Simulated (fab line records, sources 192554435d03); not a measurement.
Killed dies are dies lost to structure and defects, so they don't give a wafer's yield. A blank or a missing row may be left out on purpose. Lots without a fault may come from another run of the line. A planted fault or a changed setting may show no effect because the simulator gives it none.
Split-lot experiment | flow n5_finfet | 7 lots, 21 wafers read, on a route of 1938 steps

THE SPLIT
At N5_BEOL_M9_COAT_60 (time 60 s, resist thk 30 nm), the setting spin_rpm was moved away from the recipe's 1500 rpm on 9 of the 21 wafers read, by -8.0% to +10.6%. The other wafers ran this setting at the recipe's value.

FROM THE SPLIT TO THE READING: what the file shows between them, 4 steps
- N5_BEOL_M9_COAT_05: resist thk 90 nm
- N5_BEOL_M9_EBR_07
- N5_BEOL_M9_DESCUM_16: chemistry O2, time 7.9 s
- N5_BEOL_M9_ETCH_61: etches SiARC in CF4, target depth 39 nm, time 65 s

THE READING
SiARC_of_BEOL_M9_COAT_60.thk_nm (the simulator's own value, which no gauge read), in nm, at N5_BEOL_M9_ETCH_62 (etches SOC in N2/H2, target depth 110 nm, overetch 22 nm, time 165 s). The file gives no usual value for it. The 12 wafers here that ran the recipe average 23.5 nm, standard deviation 0.22 nm.

wafer  | tool, chamber at the split | spin_rpm as run, rpm | against the recipe | SiARC_of_BEOL_M9_COAT_60.thk_nm, nm | against lot-mates on the recipe
L074.1 | litho_track-04, 0          | 1452                 | -3.2%              | 24.4                                | +0.8
L074.4 | litho_track-04, 0          | 1452                 | -3.2%              | 23.6                                | +0.0
L074.5 | litho_track-04, 0          | 1500                 | recipe             | 23.6                                | -
L078.3 | litho_track-01, 0          | 1616                 | +7.7%              | 22.2                                | -1.0
L078.4 | litho_track-01, 0          | 1616                 | +7.7%              | 22.2                                | -1.0
L078.6 | litho_track-01, 0          | 1500                 | recipe             | 23.2                                | -
L082.3 | litho_track-05, 0          | 1659                 | +10.6%             | 22.4                                | -1.0
L082.4 | litho_track-05, 0          | 1500                 | recipe             | 23.4                                | -
L082.5 | litho_track-05, 0          | 1500                 | recipe             | 23.4                                | -
L086.2 | litho_track-05, 0          | 1500                 | recipe             | 23.2                                | -
L086.5 | litho_track-05, 0          | 1500                 | recipe             | 23.2                                | -
L086.4 | litho_track-05, 0          | 1595                 | +6.3%              | 22.6                                | -0.6
L087.4 | litho_track-04, 0          | 1500                 | recipe             | 23.8                                | -
L087.5 | litho_track-04, 0          | 1569                 | +4.6%              | 22.8                                | -1.0
L087.6 | litho_track-04, 0          | 1569                 | +4.6%              | 23.2                                | -0.6
L095.3 | litho_track-01, 0          | 1500                 | recipe             | 23.8                                | -
L095.5 | litho_track-01, 0          | 1380                 | -8.0%              | 24.8                                | +1.2
L095.6 | litho_track-01, 0          | 1500                 | recipe             | 23.4                                | -
L093.1 | litho_track-04, 0          | 1500                 | recipe             | 23.8                                | -
L093.3 | litho_track-04, 0          | 1500                 | recipe             | 23.6                                | -
L093.5 | litho_track-04, 0          | 1500                 | recipe             | 23.4                                | -

THE FIT
A straight line over all 21 wafers: SiARC_of_BEOL_M9_COAT_60.thk_nm changes by -0.141 nm for each +1% of spin_rpm; r = -0.92; the points scatter about the line by 0.26 nm.
The same after taking each lot's own level away (the mean of its wafers on the recipe; 21 wafers): -0.124 nm for each +1%; r = -0.93; scatter 0.21 nm.
On that fit, the largest move of spin_rpm shifts the reading by 1.3 nm.
The lots' own levels span 23.20 to 23.80 nm, that is 2.7 times the standard deviation above.
So the lot-to-lot level changes the slope: the two fits differ.
Check: with one of the wafers moved furthest among these (+10.6%) left out of the fit, the line predicts -1.43 nm for it against its lot-mates. It came out at -1 nm against them.

OTHER SPLITS ON THESE WAFERS
These wafers also went through other splits before the reading. Each is held against what the fit with the lots' levels taken away leaves over:
other split on the same wafers  | wafers away from the commonest value | r with SiARC_of_BEOL_M9_COAT_60.thk_nm (lot level and that fit taken away)
N5_BEOL_M6_VIA_ETCH_34 time_s   | 4                                    | -0.09
N5_BEOL_M7_VIA_ETCH_34 source_w | 11                                   | +0.26
N5_BEOL_M8_ILD_DEP_00 time_s    | 11                                   | -0.07
N5_BEOL_M8_PECVD_70 temp_c      | 4                                    | +0.54
N5_BEOL_M8_DEP_56 time_s        | 5                                    | -0.16

THE WHOLE CHAIN: every reading that the file lists as answering this split, in the file's order
step               | what it does                                                         | reading                                                                            | change (the file's fit)               | r (the file's)
N5_BEOL_M9_COAT_60 | time 60 s, resist thk 30 nm                                          | SiARC_of_BEOL_M9_COAT_60.thk_nm (the simulator's own value, which no gauge read)   | -0.14 nm for each +1% of the setting  | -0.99
N5_BEOL_M9_ETCH_61 | etches SiARC in CF4, target depth 39 nm, time 65 s                   | etch.depth_nm (the simulator's own value, which no gauge read)                     | -0.147 nm for each +1% of the setting | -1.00
N5_BEOL_M9_ETCH_61 | etches SiARC in CF4, target depth 39 nm, time 65 s                   | CAR-ArF_of_BEOL_M9_COAT_05.thk_nm (the simulator's own value, which no gauge read) | +0.129 nm for each +1% of the setting | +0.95
N5_BEOL_M9_ETCH_62 | etches SOC in N2/H2, target depth 110 nm, overetch 22 nm, time 165 s | SiARC_of_BEOL_M9_COAT_60.thk_nm (the simulator's own value, which no gauge read)   | -0.119 nm for each +1% of the setting | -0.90

THE FILE'S OWN FIT
SiARC_of_BEOL_M9_COAT_60.thk_nm changes by -0.119 nm for each +1% of spin_rpm, r = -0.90.
